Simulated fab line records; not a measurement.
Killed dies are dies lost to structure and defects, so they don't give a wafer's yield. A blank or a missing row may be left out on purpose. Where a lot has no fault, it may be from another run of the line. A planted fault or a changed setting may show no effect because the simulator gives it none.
Matching of chambers | flow n5_finfet | N5_BEOL_M0_DEP_125 on pecvd-02: 3 sister chambers
The step deposits SiCN from 3MS/NH3, target thk 8 nm, time 14 s. 6 wafers are shown with their chamber, then 8 later ones without.

## WAFERS, EACH WITH ITS CHAMBER
wafer  | chamber | showerhead_plenum_p_Torr (Torr) | throttle_valve_pct (%)
L078.5 | 1       | 3.670                           | 9.5
L080.1 | 1       | 3.666                           | 9.6
L080.2 | 2       | 3.682                           | 9.5
L081.1 | 2       | 3.669                           | 9.1
L081.5 | 0       | 3.644                           | 9.4
L084.1 | 0       | 3.659                           | 9.0

## WAFERS WHOSE CHAMBER IS MISSING
wafer  | showerhead_plenum_p_Torr (Torr) | throttle_valve_pct (%)
L084.4 | 3.680                           | 9.2
L084.5 | 3.684                           | 9.9
L093.1 | 3.675                           | 9.6
L093.4 | 3.673                           | 9.3
L093.6 | 3.666                           | 9.4
L097.2 | 3.670                           | 9.4
L097.4 | 3.644                           | 9.2
L097.6 | 3.676                           | 9.7

## CHAMBER TAKEN BY EACH
wafer  | from the rows above          | in truth
L084.4 | can't be placed: 2 or 1      | 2
L084.5 | can't be placed: 1 or 2      | 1
L093.1 | can't be placed: 1 or 2      | 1
L093.4 | can't be placed: 2 or 1      | 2
L093.6 | can't be placed: 1 or 2 or 0 | 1
L097.2 | can't be placed: 1 or 2 or 0 | 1
L097.4 | 0                            | 0
L097.6 | can't be placed: 1 or 2      | 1
Correctly placed: 1 of 8. Can't be placed from these rows: 7 (the true chamber is among the candidates in 7). Wrongly placed: 0.
How it was worked out, from the rows above alone: a wafer's distance from a chamber is the root of the sum, over the readings, of the square of ((its reading less the chamber's mean) divided by the reading's scatter). If the next closest chamber is less than 2 further off than the closest, the wafer can't be placed; otherwise it belongs to the closest. For every chamber, the mean is computed from those of its wafers that are shown. The scatter: the root of (the sum of the squares of (reading less its chamber's mean) over the shown wafers, divided by (wafers less chambers)).
